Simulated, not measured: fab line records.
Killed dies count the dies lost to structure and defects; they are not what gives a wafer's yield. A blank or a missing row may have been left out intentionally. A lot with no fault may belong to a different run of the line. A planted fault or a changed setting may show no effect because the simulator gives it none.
Struck lot and sound lot, side by side | flow n5Finfet | 40 steps out of a route of 1938
Sound: wafers L944.2, L944.3, L944.4. Wafers L941.3, L941.4, L941.5 were the ones struck. The cause comes at the end.
At each step with rows: each side's tool, then ch and its chambers, then its first start. Under that, the readings that differ: sound wafers | struck wafers | difference of the means | sigmas: that difference in standard deviations of wafers without a fault.
alike: a reading whose means differ by less than 2 such deviations, as well as words and numbers matching on both sides. not compared: withheld readings; readings where some wafer has no value; bounds like >300 that might hide an equal value; numbers whose values overlap and for which the record gives no deviation.
Wherever a step has rows on one side only, a row that says differs or no value, or a row with sigmas, the two part there. When numbers do not overlap yet have no deviation, they are printed without sigmas and do not part them. Lack of a reading on every wafer of one side parts them only where that side has two or more wafers.

first, 11 steps without rows for these wafers: N5_PMOS_HMC_CHANNEL_EPI_PRECLEAN_36 (cleans in O3/DIW, time 45 s); N5_PMOS_HMC_CHANNEL_EPI_PRECLEAN_18 (cleans in DHF, time 30 s); N5_PMOS_HMC_CHANNEL_EPI_SRD_19 (time 30 s); N5_PMOS_HMC_CHANNEL_EPI_EPI_20 (deposits SiGe30, target thk 59 nm); N5_PMOS_HMC_CHANNEL_EPI_HM_STRIP_35 (strips SiO2 in dHF, material SiO2, target depth 39.6 nm, time 216 s); N5_PMOS_HMC_CHANNEL_EPI_SRD_39 (time 30 s); N5_PMOS_HMC_CHANNEL_EPI_CMP_21 (polishes SiGe30, target thk 54 nm); N5_PMOS_HMC_CHANNEL_EPI_PRECLEAN_40 (cleans in DHF, time 30 s); N5_PMOS_HMC_CHANNEL_EPI_PRECLEAN_37 (cleans in O3/DIW, time 45 s); N5_PMOS_HMC_CHANNEL_EPI_PRECLEAN_24 (cleans in DHF, time 30 s); N5_PMOS_HMC_CHANNEL_EPI_SRD_25 (time 30 s).
N5_PMOS_HMC_CHANNEL_EPI_EPI_26: deposits Si from SiH4/H2, target thk 3.8 nm, time 22.7 s.
  sound on epiRpcvd-04 ch 0, day 6 02:23; struck on epiRpcvd-02 ch 0, day 5 10:14
reading            | sound             | struck            | difference | sigmas
susceptorTempC (C) | 649.2 649.4 649.5 | 650.1 650.3 650.2 | +0.8       | +3
  alike: chamberPressureTorr, throttleValvePct
N5_PMOS_HMC_CHANNEL_EPI_INSPECT_30: inspects for defects (darkfield).
  struck on defectInspect-01, day 5 10:35; sound on defectInspect-02, day 6 02:43
reading        | sound    | struck      | difference | sigmas
rawDefectCount | 25 28 23 | 807 822 782 | +778       | +99 or more
then, 19 steps without rows for these wafers: N5_FIN_SAQP_PRECLEAN_42 (cleans in O3/DIW, time 60 s); N5_FIN_SAQP_PRECLEAN_00 (cleans in SC1, time 60 s); N5_FIN_SAQP_PRECLEAN_44 (cleans in SC2, time 45 s); N5_FIN_SAQP_SRD_01 (time 30 s); N5_FIN_SAQP_ALD_61 (deposits SiO2, target thk 4 nm, pulse time 1 s, purge time 2 s); N5_FIN_SAQP_DENSIFY_62 (time 60 s); N5_FIN_SAQP_HM_DEP_03 (deposits SiNx from SiH4/NH3/N2, target thk 38 nm, time 33.6 s); N5_FIN_SAQP_PECVD_47 (deposits a-Si from SiH4/He, target thk 45 nm, time 36.3 s); N5_FIN_SAQP_PECVD_48 (deposits SiNx from SiH4/NH3/N2, target thk 25 nm, time 22.1 s); N5_FIN_SAQP_PECVD_06 (deposits a-Si from SiH4/He, target thk 60 nm, time 48.1 s); N5_FIN_SAQP_HM_DEP_72 (deposits SiO2 from SiH4/N2O, target thk 12 nm, time 7.2 s); N5_FIN_SAQP_COAT_49 (time 60 s, resist thk 100 nm); N5_FIN_SAQP_COAT_50 (time 60 s, resist thk 35 nm); N5_FIN_SAQP_COAT_10 (resist thk 90 nm); N5_FIN_SAQP_EBR_12; N5_FIN_SAQP_SOFTBAKE_11 (time 60 s); N5_FIN_SAQP_EXPOSE_13 (exposes mask FIN CORE, target cd 35.6 nm); N5_FIN_SAQP_PEB_14 (peb time 60 s); N5_FIN_SAQP_DEVELOP_15 (develop time 30 s).
N5_FIN_SAQP_INSPECT_18: inspects for defects (brightfield).
  struck on defectInspect-01, day 5 12:00; sound on defectInspect-02, day 6 04:09
reading        | sound       | struck        | difference | sigmas
rawDefectCount | 417 448 285 | 998 1001 1060 | +636       | +6
then, 3 steps without rows for these wafers: N5_FIN_SAQP_DESCUM_21 (chemistry O2, time 7.9 s); N5_FIN_SAQP_ETCH_51 (etches SiARC in CF4, target depth 45.5 nm, time 75.8 s); N5_FIN_SAQP_ETCH_52 (etches SOC in N2/H2, target depth 100 nm, overetch 20 nm, time 150 s).
N5_FIN_SAQP_INSPECT_40: inspects for defects (brightfield).
  struck on defectInspect-02, day 5 16:20; sound on defectInspect-02, day 6 09:29
reading        | sound       | struck      | difference | sigmas
rawDefectCount | 305 399 260 | 916 931 865 | +583       | +9
N5_FIN_CUT_INSPECT_10: inspects for defects (brightfield).
  struck on defectInspect-01, day 5 16:51; sound on defectInspect-02, day 6 10:00
reading        | sound    | struck      | difference | sigmas
rawDefectCount | 64 75 50 | 803 820 790 | +741       | +62
-- the record jumps here: 6 days lie between the struck wafers' starts before and after (it left off in module FIN_CUT and takes up again in module BEOL_M4, whose first step shown is number 1111 of the route) --
N5_BEOL_M4_RC_MEAS_101:
  sound on prober-01 ch 0, day 12 20:18; struck on prober-02 ch 0, day 11 22:47
reading       | sound       | struck      | difference | sigmas
ION_P (uA/um) | 454 463 456 | 472 480 463 | +14        | +2
  alike: DIBL_N, DIBL_P, IOFF_N, IOFF_P, ION_N, SS_N, SS_P, VT_N, VT_P
-- a jump in the record: the struck wafers' starts before and after are 5 days apart (it breaks off in module BEOL_M4 and resumes in module PASSIVATION, where the first step shown is number 1936 of the route) --
N5_PASSIVATION_PROBE_49:
  struck on prober-02, day 16 18:40; sound on prober-01, day 17 01:06
reading                 | sound          | struck         | difference | sigmas
defectLimitedYield (%)  | 89.0 89.8 92.5 | 84.1 84.0 84.8 | -6.1       | -4
killedAtFrontEnd        | 51 38 44       | 116 118 117    | +73        | +6
killedDies              | 130 120 88     | 188 189 179    | +73        | +4
killedOnRim             | 23 19 8        | 27 29 31       | +12        | +3
sort_bin_5_function (%) | 5.5 5.8 3.8    | 9.2 9.2 8.7    | +4.0       | +4
sortNPass               | 1050 1060 1092 | 992 991 1001   | -73        | -4
sortYieldPct (%)        | 89.0 89.8 92.5 | 84.1 84.0 84.8 | -6.1       | -4
  alike: killed_at_M0_to_M3, killed_at_M4_up, killedAtContacts, killedAtOther, killedOpen, killedShort, sort_bin_6_memory

## WHERE THEY PART
Earliest at N5_PMOS_HMC_CHANNEL_EPI_EPI_26; latest, in this record, at N5_PASSIVATION_PROBE_49.

WHY: whatever the simulator had introduced
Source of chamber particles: epiRpcvd-02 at N5_PMOS_HMC_CHANNEL_EPI_EPI_26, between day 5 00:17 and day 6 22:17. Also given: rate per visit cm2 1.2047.
